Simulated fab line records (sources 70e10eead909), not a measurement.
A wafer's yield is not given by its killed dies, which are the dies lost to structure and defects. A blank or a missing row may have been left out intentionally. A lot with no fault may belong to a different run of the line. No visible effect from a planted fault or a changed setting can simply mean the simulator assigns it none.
Comparing a struck lot with a sound one | flow nand harc | 44 steps out of a route of 1302
Sound: these wafers, L362.1, L362.2, L362.6. Wafers struck: L372.1, L372.2, L372.3. The cause is given at the end.
Per side, at each step with rows, come the tool, then ch with its chambers, and then its first start. Under that, the readings that differ: sound wafers | struck wafers | difference of the means | sigmas: that difference in standard deviations of wafers without a fault.
alike: words and numbers the same on both sides, and readings whose means are apart by under 2 such deviations; not compared: readings that were withheld, readings missing a value for some wafer, numbers with overlapping values and no deviation given by the record, and bounds like >300 which may hide the same value.
A row with sigmas, a row that says differs or no value, or rows on one side alone: a step with any of these is where the two part. Non-overlapping numbers with no deviation appear without sigmas and do not part them. Lack of a reading on every wafer of one side parts them only where that side has two or more wafers.

first, 7 steps without rows for these wafers: NHARC_A_CONTACT_COAT_35 (time 65 s); NHARC_A_CONTACT_COAT_36 (resist thk 90 nm); NHARC_A_CONTACT_SOFTBAKE_37 (time 55 s); NHARC_A_CONTACT_EBR_38; NHARC_A_CONTACT_EXPOSE_39 (exposes mask A CC 3); NHARC_A_CONTACT_PEB_40 (peb time 65 s); NHARC_A_CONTACT_DEVELOP_41 (develop time 35 s).
NHARC_A_CONTACT_CD_MEAS_42: the cd target is 300 nm.
  sound on cd sem-03 ch 0, day 22 17:23; struck on cd sem-03 ch 0, day 26 11:13
  alike: cd nm
NHARC_A_CONTACT_OVL_MEAS_43:
  sound on overlay-02 at day 22 17:29; struck on overlay-02 at day 26 11:18
  reading           | sound       | struck         | difference | sigmas
  overlay y nm (nm) | 0.4 0.9 0.6 | -1.3 -1.7 -1.6 | -2.2       | -2
  alike: overlay x nm
NHARC_A_CONTACT_INSPECT_44:
  sound on defect inspect-01 at day 22 17:31; struck on defect inspect-01 at day 26 11:20
  alike: raw defect count
then, 2 steps without rows for these wafers: NHARC_A_CONTACT_DESCUM_47 (chemistry O2, time 3 s); NHARC_A_CONTACT_ETCH_48 (etches the open film in CF4, target depth 39 nm, time 65 s).
NHARC_A_CONTACT_ETCH_49: etches the open film in N2/H2, target depth 260 nm, time 475.3 s.
  sound on rie diel-08 ch 1,3, day 22 17:47; struck on rie diel-09 ch 0,2,3, day 26 11:35
  alike: drypump motor current A, oes product au, rf vpp V, showerhead plenum p Torr, throttle valve pct
  not compared: rf hours counter h
then, 5 steps without rows for these wafers: NHARC_A_CONTACT_ETCH_50 (etches the open film in CF4/CHF3, target depth 121 nm, time 60.5 s); NHARC_A_CONTACT_ETCH_51 (etches the open film in O2/COS, target depth 7000 nm, time 1820 s); NHARC_A_CONTACT_ETCH_111 (etches the open film in C4F8/O2/Ar, time 140 s, target depth 700 nm); NHARC_A_CONTACT_ETCH_112 (etches the open film in C4F8/O2/Ar, time 190 s, target depth 1850 nm); NHARC_A_CONTACT_ETCH_113 (etches the open film in C4F8/O2/Ar, time 190 s, target depth 1850 nm).
NHARC_A_CONTACT_ETCH_114: etches the open film in C4F8/O2/Ar, time 190 s, target depth 1850 nm.
  sound on har cap etch-03 ch 0,1, day 22 19:56; struck on har cap etch-01 ch 0,1, day 26 13:46
  not compared: rf hours counter h
then, 1 step without rows for these wafers: NHARC_A_CONTACT_ETCH_115 (etches the open film in C4F8/O2/Ar, time 190 s, target depth 1850 nm).
NHARC_A_CONTACT_ETCH_116: etches the open film in C4F8/O2/Ar, time 190 s, target depth 1850 nm.
  sound on har cap etch-03 ch 0,1, day 22 20:17; struck on har cap etch-01 ch 0,1, day 26 14:07
  not compared: rf hours counter h
then, 6 steps without rows for these wafers: NHARC_A_CONTACT_ETCH_117 (etches the open film in C4F8/O2/Ar, time 190 s, target depth 1850 nm); NHARC_A_CONTACT_ETCH_118 (etches the open film in C4F8/O2/Ar, time 190 s, target depth 1850 nm); NHARC_A_CONTACT_ETCH_119 (etches the open film in C4F8/O2/Ar, time 190 s, target depth 1850 nm); NHARC_A_CONTACT_ETCH_120 (etches the open film in C4F8/O2/Ar, time 190 s, target depth 1850 nm); NHARC_A_CONTACT_ETCH_121 (etches the open film in C4F8/O2/Ar, time 190 s, target depth 1850 nm); NHARC_A_CONTACT_ETCH_122 (etches the open film in C4F8/O2/Ar, time 190 s, target depth 1850 nm).
NHARC_A_CONTACT_ETCH_123: etches the open film in C4F8/O2/Ar, time 490 s, target depth 2110 nm.
  sound on har cap etch-03 ch 0,1, day 22 21:28; struck on har cap etch-01 ch 0,1, day 26 15:19
  not compared: rf hours counter h
NHARC_A_CONTACT_ETCH_90: etches the open film in CH3F/O2, target depth 40 nm, time 85.7 s.
  sound on rie diel-09 ch 0,2, day 22 22:28; struck on rie diel-08 ch 0,1,2, day 26 16:17
  alike: drypump motor current A, oes product au, rf vpp V, showerhead plenum p Torr, throttle valve pct
  not compared: rf hours counter h
then, 1 step without rows for these wafers: NHARC_A_CONTACT_ETCH_96 (etches the open film in C4F6/O2, target depth 20 nm, time 10 s).
NHARC_A_CONTACT_CD_MEAS_53:
  sound on cd sem-02 at day 22 22:40; struck on cd sem-03 at day 26 16:30
  alike: cd nm
then, 3 steps without rows for these wafers: NHARC_A_CONTACT_STRIP_99 (strips in N2/H2); NHARC_A_CONTACT_STRIP_100 (strips in CF4/CHF3); NHARC_A_CONTACT_STRIP_101 (strips in O2/COS).
NHARC_A_CONTACT_ETCH_102: etches the open film in CF4/O2, target depth 100 nm, overetch 10 nm, time 55 s.
  sound on rie diel-09 ch 0,2,3, day 22 22:58; struck on rie diel-08 ch 0,2,3, day 26 16:47
  alike: drypump motor current A, oes product au, rf vpp V, showerhead plenum p Torr, throttle valve pct
  not compared: rf hours counter h
then, 7 steps without rows for these wafers: NHARC_A_CONTACT_STRIP_55 (strips in O2); NHARC_A_CONTACT_STRIP_56 (strips in post etch residue remover, time 600 s); NHARC_A_CONTACT_DEP_57 (deposits aC, target thk 5300 nm); NHARC_A_CONTACT_DEP_58 (deposits SiON, target thk 90 nm); NHARC_A_CONTACT_DEHYDRATE_59 (time 120 s); NHARC_A_CONTACT_HMDS_60 (time 30 s); NHARC_A_CONTACT_COAT_61 (time 75 s).
NHARC_A_CONTACT_DESCUM_74: chemistry O2, time 3 s.
  sound on rie diel-09 ch 0,1,3, day 23 03:49; struck on rie diel-09 ch 1,2,3, day 27 01:19
  reading | sound | struck                                                                     | difference                   | sigmas
  hold    | - - - | await dispo/1.8h/release await dispo/1.8h/release await dispo/1.8h/release | no value on the sound wafers |
  alike: drypump motor current A, oes product au, rf vpp V, showerhead plenum p Torr, throttle valve pct
  not compared: rf hours counter h
-- break in the record here, with 3 days between the starts of the struck wafers on either side (left off in module A_CONTACT, picked up again in module END, where the first step shown is number 1302 on the route) --
NHARC_END_SORT_01:
  here the record holds rows for the struck wafers (prober-01 ch 0, day 30 12:43) but none for the sound ones

== WHERE THEY PART ==
At NHARC_A_CONTACT_OVL_MEAS_43 first; at NHARC_END_SORT_01 last (within this record only).

WHY: the cause the simulator had injected
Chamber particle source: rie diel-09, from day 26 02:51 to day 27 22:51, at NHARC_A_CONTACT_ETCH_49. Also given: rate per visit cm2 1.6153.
